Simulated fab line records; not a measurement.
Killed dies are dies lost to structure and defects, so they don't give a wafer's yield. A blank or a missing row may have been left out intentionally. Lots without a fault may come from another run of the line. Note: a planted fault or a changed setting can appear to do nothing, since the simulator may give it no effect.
Commonality check across tools | flow nand_harc | 14 lots and 42 wafers in the sample

## REASON FOR OPENING
At NHARC_P_ZERO_WELL_CD_MEAS_11 the reading cd_nm is flagged on 2 of 14 lots. Wafers without a fault read 500.1 nm, standard deviation 1.6.
Rule: a lot is flagged in two cases, either no wafer of it has a number, or all its wafers with numbers fall more than 4 standard deviations from that mean. As for the other lots, they are considered sound.

lot  | measured    | on        | cd_nm (nm), wafer by wafer | flag
L856 | day 1 19:15 | cd_sem-02 | 500.7 498.4 497.7          |
L857 | day 2 01:34 | cd_sem-01 | 502.5 503.6 501.9          |
L859 | day 2 13:14 | cd_sem-03 | 497.1 500.9 500.6          |
L861 | day 3 01:18 | cd_sem-01 | 499.2 500.5 500.7          |
L864 | day 3 19:14 | cd_sem-01 | 500.0 500.4 501.0          |
L865 | day 4 01:14 | cd_sem-01 | 498.4 498.2 499.0          |
L867 | day 4 13:07 | cd_sem-02 | 499.0 500.0 499.7          |
L868 | day 4 19:19 | cd_sem-01 | 502.9 500.5 502.2          |
L869 | day 5 01:10 | cd_sem-01 | 499.9 499.0 500.9          |
L871 | day 5 13:15 | cd_sem-01 | 500.3 500.7 501.5          |
L872 | day 5 19:14 | cd_sem-02 | 553.3 551.7 554.1          | FLAGGED
L873 | day 6 01:15 | cd_sem-03 | 497.2 499.9 501.0          |
L877 | day 7 01:14 | cd_sem-01 | 541.9 543.2 543.5          | FLAGGED
L878 | day 7 07:14 | cd_sem-02 | 499.5 500.2 499.9          |
Average over the flagged lots: 548.0 nm; offset from the usual +47.9 nm, equal to +30 standard deviations.

## EACH LOT AND THE TOOL IT RAN ON
The record keeps 1 process step preceding the reading, out of 1159 steps on the route. Read each cell as the tool, then ch plus the chambers that the sampled wafers visited, then the start.
lot  | flag    | NHARC_P_ZERO_WELL_EXPOSE_08
L856 |         | krf_scanner-02 ch 0, day 1 19:05
L857 |         | krf_scanner-01 ch 0, day 2 01:25
L859 |         | krf_scanner-03 ch 0, day 2 13:05
L861 |         | krf_scanner-01 ch 0, day 3 01:08
L864 |         | krf_scanner-03 ch 0, day 3 19:05
L865 |         | krf_scanner-01 ch 0, day 4 01:06
L867 |         | krf_scanner-02 ch 0, day 4 12:58
L868 |         | krf_scanner-03 ch 0, day 4 19:10
L869 |         | krf_scanner-03 ch 0, day 5 01:01
L871 |         | krf_scanner-01 ch 0, day 5 13:06
L872 | FLAGGED | krf_scanner-03 ch 0, day 5 19:05
L873 |         | krf_scanner-01 ch 0, day 6 01:06
L877 | FLAGGED | krf_scanner-03 ch 0, day 7 01:05
L878 |         | krf_scanner-02 ch 0, day 7 07:05
What these steps do:
- NHARC_P_ZERO_WELL_EXPOSE_08: exposes mask P ZERO, target cd 500 nm.
- NHARC_P_ZERO_WELL_CD_MEAS_11: target cd 500 nm.

## FLAGGED OVER TOTAL, TOOL BY TOOL (the gauges that took the reading come last)
step                         | tool           | lots run | flagged | share of the flagged lots | sound lots run after its first flagged lot
NHARC_P_ZERO_WELL_EXPOSE_08  | krf_scanner-01 | 5        | 0       | none                      | -
NHARC_P_ZERO_WELL_EXPOSE_08  | krf_scanner-02 | 3        | 0       | none                      | -
NHARC_P_ZERO_WELL_EXPOSE_08  | krf_scanner-03 | 6        | 2       | all                       | 0
NHARC_P_ZERO_WELL_CD_MEAS_11 | cd_sem-01      | 8        | 1       | some                      | 0
NHARC_P_ZERO_WELL_CD_MEAS_11 | cd_sem-02      | 4        | 1       | some                      | 1 (L878)
NHARC_P_ZERO_WELL_CD_MEAS_11 | cd_sem-03      | 2        | 0       | none                      | -

## WHAT THE TABLE ALLOWS
All flagged lots share 1 row of the table, namely krf_scanner-03 at NHARC_P_ZERO_WELL_EXPOSE_08.
- krf_scanner-03 at NHARC_P_ZERO_WELL_EXPOSE_08: 2 of its 6 lots flagged. It ran its last sound lot, L869, at day 5 01:01 and its first flagged lot, L872, at day 5 19:05: a fault with its onset between the two fits. Its own readings (exposure_dose_mJ_cm2) fall more than 4 standard deviations out on all wafers of the flagged lots.
Just one tool remains: krf_scanner-03 at NHARC_P_ZERO_WELL_EXPOSE_08.

## WHAT THE SIMULATOR HAD PUT IN
Process parameters drifting: krf_scanner-03 at NHARC_P_ZERO_WELL_EXPOSE_08, beginning at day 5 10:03. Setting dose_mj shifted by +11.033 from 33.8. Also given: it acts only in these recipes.
Struck lots among those shown: L872, L877. This agrees with what the rule above found.
